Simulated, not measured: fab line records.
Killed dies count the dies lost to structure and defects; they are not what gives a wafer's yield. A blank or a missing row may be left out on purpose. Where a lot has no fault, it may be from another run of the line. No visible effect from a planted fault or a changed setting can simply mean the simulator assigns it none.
Which of the tools did it?    flow nand_harc    12 lots, 36 wafers sampled, at 6 steps of a route of 1302

== WHAT THE GAUGES SHOWED, per wafer ==
NHARC_A_ONON_D2_THK_MEAS_18: measures by ellipsometry.
lot   measured      on             thk_nm (nm)
L954  day 13 16:17  film_metro-01  1002 1001 1003
L955  day 14 09:59  film_metro-01  1004 1003 1004
L957  day 14 15:07  film_metro-02  1004 1002 1002
L958  day 15 05:46  film_metro-01  992 992 992
L959  day 16 03:47  film_metro-02  1000 1002 999
L960  day 16 03:47  film_metro-01  1002 1001 1001
L969  day 19 09:52  film_metro-01  997 1509 998
L970  day 20 07:49  film_metro-01  993 993 1506
L971  day 20 16:04  film_metro-01  1006 1007 1009
L972  day 21 00:13  film_metro-02  1007 1007 1007
L973  day 21 17:04  film_metro-02  1002 1002 1002
L975  day 22 17:46  film_metro-01  1003 1003 1004

NHARC_END_SORT_01.
lot   measured      on         killed_at_array  killed_at_other  killed_at_periphery  killed_dies  killed_open  killed_short
L969  day 30 13:52  prober-01  49 674 39        0 0 0            2 3 3                51 677 42    1 4 5        2 2 2
L970  day 31 19:13  prober-01  68 62 675        1 0 0            4 4 2                73 66 677    3 5 0        1 3 2

== WHICH TOOL RAN EACH LOT (tool, then ch and the chambers of the sampled wafers, then the start) ==
lot   NHARC_A_CHANNEL_FILL_D1_ETCHBACK_19  NHARC_A_CHANNEL_FILL_D1_ALD_25    NHARC_A_DECK1_JOINT_CMP_13     NHARC_A_ONON_D2_DEP_16
L954  rie_si-03 ch 1,2, day 10 22:38       ald_hk-03 ch 0,1,2, day 11 11:23  cmp-04 ch 2,3, day 12 09:09    pecvd_onon-01 ch 0, day 13 15:47
L955  rie_si-01 ch 0,2,3, day 11 04:34     ald_hk-02 ch 0,1,2, day 11 18:32  cmp-03 ch 1,2,3, day 12 14:37  pecvd_onon-02 ch 0, day 14 09:29
L957  rie_si-03 ch 0,2,3, day 11 18:05     ald_hk-03 ch 1,2,3, day 12 08:34  cmp-03 ch 1,2,3, day 13 05:38  pecvd_onon-01 ch 0, day 14 14:40
L958  rie_si-03 ch 2,3, day 12 05:59       ald_hk-03 ch 0,1, day 12 18:40    cmp-02 ch 0,1,3, day 13 16:09  pecvd_onon-01 ch 0, day 15 05:26
L959  rie_si-03 ch 0,1,3, day 13 05:36     ald_hk-03 ch 0,1,3, day 13 18:57  cmp-03 ch 0,2,3, day 14 16:54  pecvd_onon-01 ch 0, day 16 03:16
L960  rie_si-01 ch 0,1, day 13 05:36       ald_hk-02 ch 0,1,2, day 13 21:02  cmp-04 ch 0,1,2, day 14 16:59  pecvd_onon-04 ch 0, day 16 03:27
L969  rie_si-04 ch 1,2, day 16 18:40       ald_hk-03 ch 1,3, day 17 07:08    cmp-04 ch 0,2,3, day 18 05:14  pecvd_onon-02 ch 0, day 19 09:21
L970  rie_si-01 ch 0,2,3, day 17 04:01     ald_hk-01 ch 0,1,2, day 17 15:59  cmp-03 ch 0,1,2, day 18 19:17  pecvd_onon-02 ch 0, day 20 07:22
L971  rie_si-03 ch 0,2,3, day 17 12:40     ald_hk-02 ch 1,2, day 18 00:51    cmp-04 ch 0,1,2, day 19 03:33  pecvd_onon-04 ch 0, day 20 15:34
L972  rie_si-01 ch 1,2,3, day 18 03:38     ald_hk-02 ch 1,2,3, day 18 16:53  cmp-02 ch 0,1,2, day 19 13:49  pecvd_onon-01 ch 0, day 20 23:43
L973  rie_si-04 ch 2,3, day 18 22:13       ald_hk-03 ch 0,1,2, day 19 11:25  cmp-03 ch 0,1,2, day 20 08:17  pecvd_onon-01 ch 0, day 21 16:37
L975  rie_si-03 ch 0,2, day 19 11:31       ald_hk-03 ch 0,2,3, day 20 01:07  cmp-02 ch 1,2, day 20 22:44    pecvd_onon-02 ch 0, day 22 17:19
- NHARC_A_CHANNEL_FILL_D1_ETCHBACK_19: etches the open film in HBr/Cl2, target depth 5 nm, time 1.7 s.
- NHARC_A_CHANNEL_FILL_D1_ALD_25: deposits SiOx, target thk 60 nm, pulse time 10 s, ald cycles 600.
- NHARC_A_DECK1_JOINT_CMP_13: polishes, target thk 51.023 nm.
- NHARC_A_ONON_D2_DEP_16: target thk 1000 nm.

== WHAT THE TOOLS THEMSELVES READ (means of the sampled wafers that have a number; where no wafer has one, the mark that the record gives instead) ==
NHARC_A_CHANNEL_FILL_D1_ETCHBACK_19.
lot   tool       drypump_motor_current_A (A)  oes_product_au (a.u.)  throttle_valve_pct (%)
L954  rie_si-03  5.2                          1.011                  26.410
L955  rie_si-01  5.8                          1.006                  26.400
L957  rie_si-03  5.4                          1.018                  26.405
L958  rie_si-03  5.2                          1.006                  26.414
L959  rie_si-03  5.4                          1.009                  26.396
L960  rie_si-01  5.5                          0.996                  26.411
L969  rie_si-04  5.5                          1.014                  26.407
L970  rie_si-01  5.8                          1.013                  26.398
L971  rie_si-03  5.4                          1.008                  26.402
L972  rie_si-01  5.6                          1.008                  26.411
L973  rie_si-04  5.5                          1.011                  26.401
L975  rie_si-03  5.3                          0.979                  26.418

NHARC_A_CHANNEL_FILL_D1_ALD_25.
lot   tool       heater_power_w (W)  precursor_pulse_height_rel  susceptor_temp_C (C)
L954  ald_hk-03  456                 0.995                       300.09
L955  ald_hk-02  466                 0.988                       299.84
L957  ald_hk-03  431                 0.995                       300.09
L958  ald_hk-03  453                 0.980                       300.19
L959  ald_hk-03  436                 0.989                       299.83
L960  ald_hk-02  471                 0.992                       299.97
L969  ald_hk-03  442                 1.002                       300.00
L970  ald_hk-01  425                 1.004                       300.10
L971  ald_hk-02  456                 0.998                       300.09
L972  ald_hk-02  471                 0.997                       300.05
L973  ald_hk-03  449                 0.998                       300.07
L975  ald_hk-03  445                 0.997                       300.02

NHARC_A_DECK1_JOINT_CMP_13.
lot   tool    motor_current_A (A)  slurry_flow_ml_min  time_to_endpoint_s (s)
L954  cmp-04  11.8                 150.6               9
L955  cmp-03  11.9                 149.8               13
L957  cmp-03  11.3                 149.6               12
L958  cmp-02  12.5                 149.9               7
L959  cmp-03  12.0                 150.1               10
L960  cmp-04  11.0                 150.0               11
L969  cmp-04  12.2                 150.1               11
L970  cmp-03  12.8                 150.0               10
L971  cmp-04  11.5                 150.0               9
L972  cmp-02  12.0                 150.0               7
L973  cmp-03  12.6                 150.2               10
L975  cmp-02  12.5                 150.0               12

NHARC_A_ONON_D2_DEP_16.
lot   tool           susceptor_temp_C (C)
L954  pecvd_onon-01  399.98
L955  pecvd_onon-02  399.86
L957  pecvd_onon-01  399.72
L958  pecvd_onon-01  400.22
L959  pecvd_onon-01  400.04
L960  pecvd_onon-04  399.92
L969  pecvd_onon-02  400.13
L970  pecvd_onon-02  400.13
L971  pecvd_onon-04  399.86
L972  pecvd_onon-01  400.02
L973  pecvd_onon-01  400.09
L975  pecvd_onon-02  400.32

== THE ANSWER, worked out from the rows above alone ==
Rule: usual is defined by the lots themselves. The widest of any qualifying gaps counts: lots, ordered by their means at a reading, are off when they make up no more than a third of the lots, leave a main group of 4 or more, and stand apart from it by 3 or more times the standard deviation of that group's means. A main group is skipped when, at the precision printed for the reading in the tables above, its means are all equal. Also off: a lot with no number at a reading for which 4 or more lots have one. All remaining lots with rows at the step are treated as sound. Order of review: gauges by route order, followed by the tools' own readings, for which a lot's mean as printed above is used. At the first step where some lot is off, the reading lying furthest off is the one used; lots without a number count as furthest.
Off at NHARC_A_ONON_D2_THK_MEAS_18 (thk_nm): L969, L970. The main group: mean 1002 nm, standard deviation 4.
If a tool, at a process step before that reading, ran all the lots that are off and no sound lot after the first of them, it fits. The gauges at NHARC_A_ONON_D2_THK_MEAS_18 are tried like those tools. None of those tried fits.

== WHAT THE SIMULATOR HAD INSERTED ==
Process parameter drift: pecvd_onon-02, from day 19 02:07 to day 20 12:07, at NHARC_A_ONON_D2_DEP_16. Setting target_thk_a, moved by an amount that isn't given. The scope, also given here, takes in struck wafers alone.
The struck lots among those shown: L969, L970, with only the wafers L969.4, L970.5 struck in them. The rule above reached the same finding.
